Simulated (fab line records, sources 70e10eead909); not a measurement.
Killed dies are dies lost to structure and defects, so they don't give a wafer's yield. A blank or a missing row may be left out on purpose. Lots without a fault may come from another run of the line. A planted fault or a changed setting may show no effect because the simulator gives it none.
fab line records | flow nand_harc
record lots=6 wafers=18 last_day=31
route steps=1302 shown P_GATE@157 END@1302
lots that met no fault: from a run of the same line without faults
start_h: hours from the record's first day to the start of the lot's first wafer shown | wait_h: hours since the lot's step before | " the same as in the row above | L1.1+2: a row that stands for several wafers | - no value, or no start given | * or withheld: withheld | < > ~ a bound
route shown NAME@n: a module of which the file shows steps, and the number in the route of the first | usual: mean/standard deviation of fault-free wafers | same: alike in all rows | chamber/n: place in a boat | sites: the reading at each site | _std_site: their standard deviation | _edge_site: outer sites' mean less inner sites' | radius_mm: how far each site lies from the wafer's centre | mask NAME#n: copy n | behind: the tool/chamber that last shaped the wafer | hold: why the lot was held/for how many hours/how that ended | device: the transistor (n, p or np) that didn't switch | end of line: the same wafers' tests at the end of the route | a step without rows: its recipe alone | killed: dies lost to structure and defects at the first sort, not the wafer's yield | map: a wafer's dies, x killed, . not, _ none there
set.NAME: the setting as run; set.NAME@STEP: as run at that earlier step | model.NAME: the simulator's own value behind a step, which no gauge read
lots at some steps of the route; a table a step, a row a wafer
services: from which hour (start_h, from the record's first day; less than 0 if before it) a tool's chamber was out of use, for how many hours, and why
## steps
# step NHARC_P_GATE_STRIP_101
# recipe time_s=20 o2_flow_sccm=500 ar_flow_sccm=0 bias_w=0 chemistry=O2
# usual drypump_motor_current_A=5.8/0.47 mfc_ar_sccm=0.014/0.013 oes_product_au=0.999/0.0098 rf_vpp_V=57.7/0.8 showerhead_plenum_p_Torr=3.48/0.15 throttle_valve_pct=17.036/0.01
# same time_s=20
# columns lot.wafer tool chamber start_h wait_h drypump_motor_current_A mfc_ar_sccm oes_product_au rf_hours_counter_h rf_vpp_V showerhead_plenum_p_Torr throttle_valve_pct
L284.4 rie_diel-01 1 123.57 0.1 6.1 0 0.990 1.6 56.9 3.41 17.037
L284.2 " 2 " " 4.9 0.037 1.005 1.6 57.6 3.50 17.036
L284.1 " 3 " " 5.8 0.026 0.984 1.1 58.1 3.56 17.020
L285.1 rie_diel-02 1 146.04 0.1 6.3 0.006 0.996 8.7 58.2 3.42 17.025
L285.3 " 2 " " 5.4 0.015 0.993 6.4 56.9 3.29 17.040
L285.5 " 0 " " 5.4 0 1.004 - 59.1 3.44 17.020
L290.3 rie_diel-02 3 187.92 0.1 5.3 0.015 0.997 9.6 57.4 3.69 17.037
L290.1 " 1 " " 6.3 0.006 0.993 10.4 58.7 3.42 17.047
L290.6 " 2 " " 5.5 0.015 0.988 - 57.0 3.29 17.047
L291.1 rie_diel-02 0 205.36 0.1 5.5 0 0.990 11.0 58.6 3.44 17.037
L291.5 " 2 " " 5.4 0.015 0.992 - 56.7 3.29 17.040
L291.6 " 3 " " 5.3 0.015 0.996 - 58.6 3.69 17.037
L299.2 rie_diel-09 0 279.90 0.1 5.5 0 0.995 7.0 58.5 3.48 17.041
L299.1 " 3 " " 6.3 0.039 1.003 6.3 58.2 3.31 17.021
L299.6 " 0 " " 5.5 0 1.004 - 58.2 3.48 17.042
L301.2 rie_diel-09 1 295.58 0.1 6.3 0.019 0.988 7.8 57.6 3.72 17.037
L301.3 " 2 " " 6.1 0 1.007 7.3 57.2 3.31 17.042
L301.4 " 3 " " 6.3 0.039 1.004 6.9 58.0 3.30 17.017
# step NHARC_P_GATE_PRECLEAN_97
# recipe time_s=600 temp_c=120 chemistry=SPM
# step NHARC_P_GATE_SRD_98
# step NHARC_P_GATE_PRECLEAN_99
# recipe time_s=* temp_c=50 bath_age_min=0 chemistry=SC1
# step NHARC_P_GATE_SRD_100
# step NHARC_P_GATE_DEHYDRATE_38
# recipe temp_c=150 time_s=120
# step NHARC_P_GATE_HMDS_39
# recipe time_s=30
# step NHARC_P_GATE_COAT_40
# recipe spin_rpm=3000
# step NHARC_P_GATE_SOFTBAKE_41
# recipe temp_c=122 time_s=95
# step NHARC_P_GATE_EBR_42
# step NHARC_P_GATE_EXPOSE_43
# recipe na=0.6 target_cd_nm=720 dose_mj=14.81 mask_id=P_NSD
# step NHARC_P_GATE_PEB_44
# recipe peb_temp_c=118 peb_time_s=85
# step NHARC_P_GATE_DEVELOP_45
# recipe time_s=70
# columns lot.wafer tool chamber start_h wait_h
L284.1+2+4 litho_track-03 0 124 -
L285.1+3+5 litho_track-03 0 146 -
L290.1+3+6 litho_track-03 0 188 -
L291.1+5+6 litho_track-03 0 206 -
L299.1+2+6 litho_track-07 0 280 -
L301.2+3+4 litho_track-03 0 296 -
# step NHARC_P_GATE_HARDBAKE_47
# recipe temp_c=125 time_s=80
# step NHARC_P_GATE_DESCUM_48
# recipe time_s=3 o2_flow_sccm=200 ar_flow_sccm=0 bias_power_w=0 chemistry=O2
# usual drypump_motor_current_A=5.8/0.49 mfc_ar_sccm=0.015/0.013 oes_product_au=1.000/0.0096 rf_vpp_V=57.6/0.91 showerhead_plenum_p_Torr=1.89/0.077 throttle_valve_pct=11.312/0.0096
# same time_s=3
# columns lot.wafer tool chamber start_h wait_h drypump_motor_current_A mfc_ar_sccm oes_product_au rf_hours_counter_h rf_vpp_V showerhead_plenum_p_Torr throttle_valve_pct model.P_GATE.cd_nm
L284.1 rie_diel-01 1 124.66 - 6.1 0 0.989 1.6 57.3 1.84 11.309 718
L284.4 " 3 " " 5.8 0.026 0.996 1.1 57.5 1.93 11.321 717.2
L284.2 " 0 " " 6.4 0.018 0.987 1.2 56.3 1.96 11.329 719.2
L285.1 rie_diel-02 1 146.99 - 6.3 0.006 0.999 8.8 56.7 1.85 11.310 716.2
L285.3 " 3 " " 5.3 0.015 1.015 7.6 58.6 2.01 11.304 717.2
L285.5 " 2 " " 5.4 0.015 0.992 - 56.9 1.78 11.316 715.7
L290.3 rie_diel-01 2 188.88 - 4.9 0.037 1.017 6.3 56.6 1.90 11.319 116.6
L290.1 " 0 " " 6.4 0.018 0.991 5.2 57.6 1.96 11.296 120.3
L290.6 " 3 " " 5.8 0.026 1.001 - 56.9 1.93 11.295 118.1
L291.1 rie_diel-09 1 206.45 - 6.3 0.019 0.990 4.9 57.5 2.02 11.291 115.7
L291.6 " 0 " " 5.5 0 0.992 - 57.1 1.89 11.311 113.2
L291.5 " 1 " " 6.3 0.019 0.989 - 58.3 2.02 11.325 117.6
L299.1 rie_diel-02 2 280.86 - 5.4 0.015 1.012 2.6 57.5 1.78 11.316 721.7
L299.2 " 3 " " 5.3 0.015 1.011 2.6 58.3 2.01 11.327 720.7
L299.6 " 3 " " 5.3 0.015 1.006 - 57.3 2.01 11.300 721.6
L301.4 rie_diel-02 3 296.66 - 5.3 0.015 1.003 2.8 59.0 2.01 11.300 721.8
L301.3 " 0 " " 5.4 0 1.001 2.4 58.2 1.86 11.304 719.3
L301.2 " 1 " " 6.3 0.006 1.004 2.4 57.6 1.85 11.302 719.6
# step NHARC_P_GATE_IMPLANT_49
# recipe energy_kev=30 dose_cm2=3e+15 tilt_deg=7
# step NHARC_P_GATE_STRIP_111
# recipe power_w=1500 temp_c=110 time_s=250 chemistry=N2/H2
# usual drypump_motor_current_A=5.8/0.4 heater_power_w=84/6 rf_refl_power_W=20/4.3
# same time_s=250
# columns lot.wafer tool chamber start_h wait_h drypump_motor_current_A heater_power_w rf_hours_counter_h rf_refl_power_W
L284.1 plasma_asher-02 1 125.12 0.2 6.1 82 8 22
L284.2 " 0 " " 5.8 89 8 26
L284.4 " 1 " " 6.1 81 - 23
L285.1 plasma_asher-01 0 147.36 0.2 5.2 85 29 17
L285.3 " 1 " " 6.2 80 - 14
L285.5 " 1 " " 6.2 76 - 14
L290.1 plasma_asher-02 1 189.32 0.2 6.2 86 23 21
L290.3 " 1 " " 6.2 82 - 21
L290.6 " 1 " " 6.2 84 - 22
L291.1 plasma_asher-02 0 206.80 0.2 5.8 91 27 26
L291.5 " 0 " " 5.8 93 - 25
L291.6 " 1 " " 6.1 84 - 23
L299.2 plasma_asher-01 1 281.22 0.2 6.2 73 21 14
L299.1 " 0 " " 5.2 83 21 17
L299.6 " 0 " " 5.2 83 - 18
L301.2 plasma_asher-01 0 297.03 0.2 5.2 86 25 17
L301.4 " 0 " " 5.2 84 - 17
L301.3 " 1 " " 6.1 73 - 14
# step NHARC_P_GATE_STRIP_75
# recipe power_w=1500 temp_c=250 chemistry=O2
# step NHARC_P_GATE_STRIP_50
# recipe time_s=900 temp_c=130 chemistry=SPM
# step NHARC_P_GATE_DEHYDRATE_51
# recipe temp_c=150 time_s=120
# step NHARC_P_GATE_HMDS_52
# recipe time_s=30
# step NHARC_P_GATE_COAT_53
# recipe spin_rpm=3000
# step NHARC_P_GATE_SOFTBAKE_54
# recipe temp_c=122 time_s=95
# step NHARC_P_GATE_EBR_55
# step NHARC_P_GATE_EXPOSE_56
# recipe na=0.6 target_cd_nm=720 dose_mj=14.81 mask_id=P_PSD
# step NHARC_P_GATE_PEB_57
# recipe peb_temp_c=118 peb_time_s=85
# step NHARC_P_GATE_DEVELOP_58
# recipe time_s=70
# step NHARC_P_GATE_HARDBAKE_60
# recipe temp_c=125 time_s=80
# step NHARC_P_GATE_DESCUM_61
# recipe time_s=3 o2_flow_sccm=200 ar_flow_sccm=0 bias_power_w=0 chemistry=O2
# usual drypump_motor_current_A=5.9/0.48 mfc_ar_sccm=0.015/0.014 oes_product_au=1.000/0.01 rf_vpp_V=57.6/0.87 showerhead_plenum_p_Torr=1.89/0.079 throttle_valve_pct=11.312/0.009
# same time_s=3
# columns lot.wafer tool chamber start_h wait_h drypump_motor_current_A mfc_ar_sccm oes_product_au rf_hours_counter_h rf_vpp_V showerhead_plenum_p_Torr throttle_valve_pct
L284.2 rie_diel-01 0 126.39 - 6.4 0.018 1.001 1.2 56.6 1.96 11.326
L284.1 " 1 " " 6.2 0 0.995 1.6 56.0 1.84 11.300
L284.4 " 2 " " 4.9 0.037 1.001 1.6 57.9 1.90 11.307
L285.1 rie_diel-02 2 148.80 - 5.4 0.015 0.994 6.5 56.6 1.78 11.307
L285.3 " 3 " " 5.3 0.015 1.010 7.6 57.7 2.01 11.338
L285.5 " 3 " " 5.3 0.015 0.999 - 59.0 2.01 11.298
L290.1 rie_diel-09 3 190.66 - 6.3 0.039 0.993 3.0 58.6 1.78 11.311
L290.3 " 2 " " 6.1 0 1.005 3.4 57.5 1.79 11.318
L290.6 " 3 " " 6.3 0.039 1.005 - 58.2 1.78 11.318
L291.1 rie_diel-09 0 208.06 - 5.5 0 0.990 4.3 57.8 1.89 11.305
L291.5 " 0 " " 5.5 0 0.987 - 57.2 1.89 11.332
L291.6 " 1 " " 6.3 0.019 0.992 - 57.8 2.02 11.327
L299.2 rie_diel-09 1 282.62 - 6.3 0.019 0.999 7.5 58.6 2.02 11.303
L299.1 " 3 " " 6.3 0.039 1.010 6.4 57.7 1.78 11.322
L299.6 " 1 " " 6.3 0.019 0.996 - 59.3 2.02 11.298
L301.3 rie_diel-01 0 298.42 - 6.4 0.018 0.989 6.8 58.1 1.95 11.335
L301.4 " 2 " " 4.9 0.037 1.012 5.6 57.5 1.90 11.312
L301.2 " 3 " " 5.8 0.026 0.989 5.6 57.8 1.93 11.325
# step NHARC_P_GATE_IMPLANT_62
# recipe energy_kev=20 dose_cm2=3e+15 tilt_deg=7
# step NHARC_P_GATE_STRIP_112
# recipe power_w=1500 temp_c=110 time_s=200 chemistry=N2/H2
# usual drypump_motor_current_A=5.8/0.41 heater_power_w=84/5.7 rf_refl_power_W=19/4.3
# same time_s=200
# columns lot.wafer tool chamber start_h wait_h drypump_motor_current_A heater_power_w rf_hours_counter_h rf_refl_power_W
L284.2 plasma_asher-01 1 126.80 0.2 6.1 78 26 14
L284.1 " 0 " " 5.2 88 26 19
L284.4 " 0 " " 5.2 85 - 18
L285.1 plasma_asher-01 1 149.16 0.2 6.2 76 29 14
L285.3 " 1 " " 6.2 78 - 14
L285.5 " 1 " " 6.2 77 - 13
L290.1 plasma_asher-02 0 191.02 0.2 5.8 90 24 26
L290.3 " 0 " " 5.9 92 - 25
L290.6 " 0 " " 5.8 90 - 26
L291.1 plasma_asher-02 1 208.43 0.2 6.2 82 27 21
L291.5 " 1 " " 6.2 84 - 21
L291.6 " 0 " " 5.9 91 - 26
L299.2 plasma_asher-02 1 282.98 0.2 6.2 84 5 21
L299.1 " 0 " " 5.8 92 5 25
L299.6 " 1 " " 6.1 87 - 21
L301.2 plasma_asher-02 0 298.83 0.2 5.8 89 8 25
L301.3 " 1 " " 6.1 86 - 21
L301.4 " 0 " " 5.8 94 - 25
# step NHARC_P_GATE_STRIP_76
# recipe power_w=1500 temp_c=250 chemistry=O2
# usual drypump_motor_current_A=5.8/0.41 heater_power_w=313/21 rf_refl_power_W=19/4.3
# columns lot.wafer tool chamber start_h wait_h drypump_motor_current_A heater_power_w rf_hours_counter_h rf_refl_power_W
L284.2 plasma_asher-01 1 127.06 0.2 6.1 301 26 14
L284.1 " 0 " " 5.2 330 26 17
L284.4 " 0 " " 5.2 327 - 18
L285.1 plasma_asher-01 1 149.42 0.2 6.2 291 30 14
L285.3 " 1 " " 6.2 292 - 14
L285.5 " 1 " " 6.2 288 - 14
L290.1 plasma_asher-02 0 191.29 0.2 5.8 342 24 25
L290.3 " 0 " " 5.8 347 - 26
L290.6 " 0 " " 5.8 346 - 25
L291.1 plasma_asher-02 1 208.69 0.2 6.1 303 28 20
L291.5 " 1 " " 6.2 310 - 20
L291.6 " 0 " " 5.8 340 - 25
L299.2 plasma_asher-02 1 283.24 0.2 6.2 322 5 22
L299.1 " 0 " " 5.9 346 5 24
L299.6 " 1 " " 6.2 317 - 23
L301.2 plasma_asher-02 0 299.06 0.2 5.8 345 8 25
L301.3 " 1 " " 6.2 321 - 22
L301.4 " 0 " " 5.8 336 - 25
# step NHARC_P_GATE_STRIP_63
# recipe time_s=900 temp_c=130 chemistry=SPM
# step NHARC_P_GATE_DEHYDRATE_83
# recipe temp_c=150 time_s=120
# step NHARC_P_GATE_HMDS_84
# recipe time_s=30
# step NHARC_P_GATE_COAT_85
# recipe spin_rpm=3000
# step NHARC_P_GATE_SOFTBAKE_86
# recipe temp_c=122 time_s=95
# step NHARC_P_GATE_EBR_87
# step NHARC_P_GATE_EXPOSE_88
# recipe na=0.6 target_cd_nm=2000 dose_mj=11.87 mask_id=P_HVN
# step NHARC_P_GATE_PEB_89
# recipe peb_temp_c=118 peb_time_s=85
# step NHARC_P_GATE_DESCUM_93
# recipe time_s=3 o2_flow_sccm=200 ar_flow_sccm=0 bias_power_w=0 chemistry=O2
# usual drypump_motor_current_A=5.8/0.5 mfc_ar_sccm=0.015/0.013 oes_product_au=0.999/0.011 rf_vpp_V=57.7/0.85 showerhead_plenum_p_Torr=1.89/0.075 throttle_valve_pct=11.311/0.0098
# same time_s=3
# columns lot.wafer tool chamber start_h wait_h drypump_motor_current_A mfc_ar_sccm oes_product_au rf_hours_counter_h rf_vpp_V showerhead_plenum_p_Torr throttle_valve_pct model.P_GATE.cd_nm
L284.1 rie_diel-01 1 128.14 - 6.2 0 0.995 2 58.2 1.84 11.300 1998
L284.4 " 2 " " 4.9 0.037 1.008 2 57.3 1.90 11.323 1998
L284.2 " 3 " " 5.8 0.026 0.983 1 58.2 1.93 11.318 1999
L285.3 rie_diel-01 1 150.51 - 6.2 0 0.988 3 58.1 1.84 11.306 1997
L285.1 " 3 " " 5.8 0.026 0.996 3 57.5 1.93 11.308 1998
L285.5 " 1 " " 6.2 0 1.005 - 57.8 1.84 11.328 1998
L290.1 rie_diel-02 0 192.36 - 5.4 0 1.002 11 58.7 1.86 11.304 120.3
L290.3 " 1 " " 6.3 0.006 0.991 10 58.4 1.85 11.321 116.6
L290.6 " 1 " " 6.3 0.006 0.992 - 57.5 1.85 11.307 118.1
L291.1 rie_diel-02 0 209.79 - 5.4 0 1.007 12 58.7 1.86 11.319 115.7
L291.6 " 2 " " 5.4 0.015 1.003 - 57.5 1.78 11.314 113.2
L291.5 " 3 " " 5.3 0.015 1.002 - 56.9 2.01 11.309 117.6
L299.2 rie_diel-09 2 284.34 - 6.1 0 1.017 7 58.8 1.79 11.310 1998
L299.1 " 0 " " 5.5 0 0.995 7 58.2 1.89 11.324 1996
L299.6 " 1 " " 6.3 0.019 1.006 - 58.9 2.02 11.317 1999
L301.2 rie_diel-01 2 300.14 - 4.9 0.037 0.997 6 56.9 1.89 11.311 2000
L301.4 " 0 " " 6.4 0.018 0.977 7 56.6 1.95 11.306 2001
L301.3 " 1 " " 6.2 0 0.998 7 57.3 1.84 11.306 719.3
# step NHARC_END_SORT_01
# recipe temp_c=25
# usual killed_at_array=53/20 killed_at_other=1/1.2 killed_at_periphery=3.7/2.6 killed_dies=58/20 killed_open=3.5/1.8 killed_short=2.4/1.7
# same gross_dies=677
# columns lot.wafer tool chamber start_h wait_h killed_at_array killed_at_other killed_at_periphery killed_dies killed_open killed_short
L290.1 prober-02 0 645.66 2.5 78 0 599 677 0 4
L290.3 prober-02 0 647.24 3.1 70 1 606 677 6 1
L290.6 prober-02 0 649.60 3.9 84 0 593 677 0 5
L291.1 prober-01 0 653.37 2.5 45 1 631 677 3 3
L291.5 prober-01 0 656.54 3.7 58 3 616 677 3 2
L291.6 prober-01 0 657.34 4.0 55 3 619 677 4 5
# killed by level:class
L290.1 P_GATE:area_develop=598 A_CHANNEL_HOLE_D1:chamber_film_flake=34 A_CHANNEL_HOLE_D2:chamber_film_flake=33 A_CONTACT:chamber_film_flake=3 A_STAIRCASE:chamber_film_flake=2 A_ONON_D1:geometric_particle:short=1 A_CHANNEL_FILL_D1:geometric_particle:short=1 A_CHANNEL_HOLE_D2:geometric_particle:short=1
L290.3 P_GATE:area_develop=604 A_CHANNEL_HOLE_D2:chamber_film_flake=30 A_CHANNEL_HOLE_D1:chamber_film_flake=26 A_STAIRCASE:chamber_film_flake=4 A_CONTACT:chamber_film_flake=4 A_CHANNEL_FILL_D1:geometric_particle:open=2 A_CHANNEL_FILL_D2:geometric_particle:open=2 P_M0:geometric_particle:open=1
L290.6 P_GATE:area_develop=593 A_CHANNEL_HOLE_D1:chamber_film_flake=38 A_CHANNEL_HOLE_D2:chamber_film_flake=33 A_ONON_D2:geometric_particle:short=4 A_STAIRCASE:chamber_film_flake=3 A_CONTACT:chamber_film_flake=2 A_CHANNEL_HOLE_D1:geometric_particle:short=1 A_SLIT:chamber_film_flake=1
L291.1 P_GATE:area_develop=625 A_CHANNEL_HOLE_D2:chamber_film_flake=17 A_SLIT:chamber_film_flake=12 P_M2:chamber_film_flake=5 A_CHANNEL_HOLE_D1:chamber_film_flake=4 A_STAIRCASE:chamber_film_flake=3 A_CONTACT:chamber_film_flake=2 A_CHANNEL_HOLE_D2:geometric_particle:open=1
L291.5 P_GATE:area_develop=612 A_SLIT:chamber_film_flake=28 A_STAIRCASE:chamber_film_flake=11 A_CHANNEL_HOLE_D2:chamber_film_flake=10 A_CHANNEL_FILL_D2:chamber_film_flake=4 THIN_TSV:chamber_film_flake=3 P_M2:chamber_film_flake=2 P_CONTACT:geometric_particle:open=1
L291.6 P_GATE:area_develop=615 A_SLIT:chamber_film_flake=16 A_CHANNEL_HOLE_D2:chamber_film_flake=13 A_CHANNEL_HOLE_D1:chamber_film_flake=7 A_STAIRCASE:chamber_film_flake=4 A_CHANNEL_FILL_D2:chamber_film_flake=3 THIN_TSV:chamber_film_flake=3 A_WL_FILL:chamber_film_flake=2
# map L290.1 (x killed, . not)
____________x____________
_________xxxxxxx_________
_______xxxxxxxxxxx_______
______xxxxxxxxxxxxx______
_____xxxxxxxxxxxxxxx_____
____xxxxxxxxxxxxxxxxx____
____xxxxxxxxxxxxxxxxx____
___xxxxxxxxxxxxxxxxxxx___
___xxxxxxxxxxxxxxxxxxx___
__xxxxxxxxxxxxxxxxxxxxx__
__xxxxxxxxxxxxxxxxxxxxx__
_xxxxxxxxxxxxxxxxxxxxxxx_
_xxxxxxxxxxxxxxxxxxxxxxx_
_xxxxxxxxxxxxxxxxxxxxxxx_
_xxxxxxxxxxxxxxxxxxxxxxx_
_xxxxxxxxxxxxxxxxxxxxxxx_
xxxxxxxxxxxxxxxxxxxxxxxxx
xxxxxxxxxxxxxxxxxxxxxxxxx
xxxxxxxxxxxxxxxxxxxxxxxxx
xxxxxxxxxxxxxxxxxxxxxxxxx
xxxxxxxxxxxxxxxxxxxxxxxxx
_xxxxxxxxxxxxxxxxxxxxxxx_
_xxxxxxxxxxxxxxxxxxxxxxx_
_xxxxxxxxxxxxxxxxxxxxxxx_
_xxxxxxxxxxxxxxxxxxxxxxx_
_xxxxxxxxxxxxxxxxxxxxxxx_
__xxxxxxxxxxxxxxxxxxxxx__
__xxxxxxxxxxxxxxxxxxxxx__
___xxxxxxxxxxxxxxxxxxx___
___xxxxxxxxxxxxxxxxxxx___
____xxxxxxxxxxxxxxxxx____
____xxxxxxxxxxxxxxxxx____
_____xxxxxxxxxxxxxxx_____
______xxxxxxxxxxxxx______
_______xxxxxxxxxxx_______
_________xxxxxxx_________
____________x____________
# map L291.1 (x killed, . not)
____________x____________
_________xxxxxxx_________
_______xxxxxxxxxxx_______
______xxxxxxxxxxxxx______
_____xxxxxxxxxxxxxxx_____
____xxxxxxxxxxxxxxxxx____
____xxxxxxxxxxxxxxxxx____
___xxxxxxxxxxxxxxxxxxx___
___xxxxxxxxxxxxxxxxxxx___
__xxxxxxxxxxxxxxxxxxxxx__
__xxxxxxxxxxxxxxxxxxxxx__
_xxxxxxxxxxxxxxxxxxxxxxx_
_xxxxxxxxxxxxxxxxxxxxxxx_
_xxxxxxxxxxxxxxxxxxxxxxx_
_xxxxxxxxxxxxxxxxxxxxxxx_
_xxxxxxxxxxxxxxxxxxxxxxx_
xxxxxxxxxxxxxxxxxxxxxxxxx
xxxxxxxxxxxxxxxxxxxxxxxxx
xxxxxxxxxxxxxxxxxxxxxxxxx
xxxxxxxxxxxxxxxxxxxxxxxxx
xxxxxxxxxxxxxxxxxxxxxxxxx
_xxxxxxxxxxxxxxxxxxxxxxx_
_xxxxxxxxxxxxxxxxxxxxxxx_
_xxxxxxxxxxxxxxxxxxxxxxx_
_xxxxxxxxxxxxxxxxxxxxxxx_
_xxxxxxxxxxxxxxxxxxxxxxx_
__xxxxxxxxxxxxxxxxxxxxx__
__xxxxxxxxxxxxxxxxxxxxx__
___xxxxxxxxxxxxxxxxxxx___
___xxxxxxxxxxxxxxxxxxx___
____xxxxxxxxxxxxxxxxx____
____xxxxxxxxxxxxxxxxx____
_____xxxxxxxxxxxxxxx_____
______xxxxxxxxxxxxx______
_______xxxxxxxxxxx_______
_________xxxxxxx_________
____________x____________
## services
# columns tool chamber start_h hours kind
litho_track-03 - 100.00 7.0 pm
rie_diel-09 0 118.59 10.0 repair
rie_diel-02 0 122.21 - clean
rie_diel-02 1 122.21 - clean
rie_diel-02 2 122.21 - clean
rie_diel-02 3 122.21 - clean
rie_diel-09 0 129.41 5.3 repair
rie_diel-09 - 143.10 9.0 pm
rie_diel-02 0 146.72 - clean
rie_diel-02 1 146.72 - clean
plasma_asher-01 - 166.15 9.0 pm
rie_diel-01 1 188.75 5.8 repair
rie_diel-01 2 190.47 18.8 repair
rie_diel-01 - 203.99 9.0 pm
rie_diel-02 - 216.70 9.0 pm
plasma_asher-01 - 227.55 1.3 repair
plasma_asher-02 - 249.21 9.0 pm
plasma_asher-02 0 249.21 9.0 vent_cycle
plasma_asher-02 1 249.21 9.0 vent_cycle
litho_track-07 - 251.00 7.0 pm
plasma_asher-02 0 258.21 - clean
plasma_asher-02 1 258.21 - clean
litho_track-03 - 275.00 7.0 pm
rie_diel-01 1 288.30 1.6 repair
## key
first_sign step=NHARC_END_SORT_01 reading=killed_at_periphery direction=up sigmas=99+ usual=3.7 struck=610.7
effect step=NHARC_END_SORT_01 reading=killed_dies direction=up sigmas=31 usual=58 struck=677
model_effect step=NHARC_P_GATE_DESCUM_48 value=P_GATE.cd_nm without=718.2 struck=116.9
model_effect step=NHARC_P_GATE_DESCUM_93 value=P_GATE.cd_nm without=2001 struck=116.9
more_kills_born_at NHARC_P_GATE_DEVELOP_45@litho_track-03=3647
met_at NHARC_P_GATE_DEVELOP_45
struck_wafers L290.1,L290.3,L290.6,L291.1,L291.5,L291.6
later_rows_left_out L290.1,L290.3,L290.6,L291.1,L291.5,L291.6
tester_left_out L290,L291
onset_between 146 188
also_fits NHARC_P_GATE_STRIP_101:rie_diel-02,NHARC_P_GATE_STRIP_111:plasma_asher-02,NHARC_P_GATE_DESCUM_93:rie_diel-02
fault kind=process_parameter_drift tool=litho_track-03 chamber=- onset_h=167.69 steps=NHARC_P_GATE_DEVELOP_45 channel=time_s offset=* shape=step end_h=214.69 acts_in=* stated=*
# tester_left_out: of these lots the tester's yield and bins aren't shown, on N5 and GAA mostly nor the transistor test; their killed dies are dies lost to structure and defects alone, not to doping, threshold or leakage, so they don't give the yield
# later_rows_left_out: the simulator's readings of these wafers behind a module that went badly wrong aren't trusted and aren't shown, but for the sort
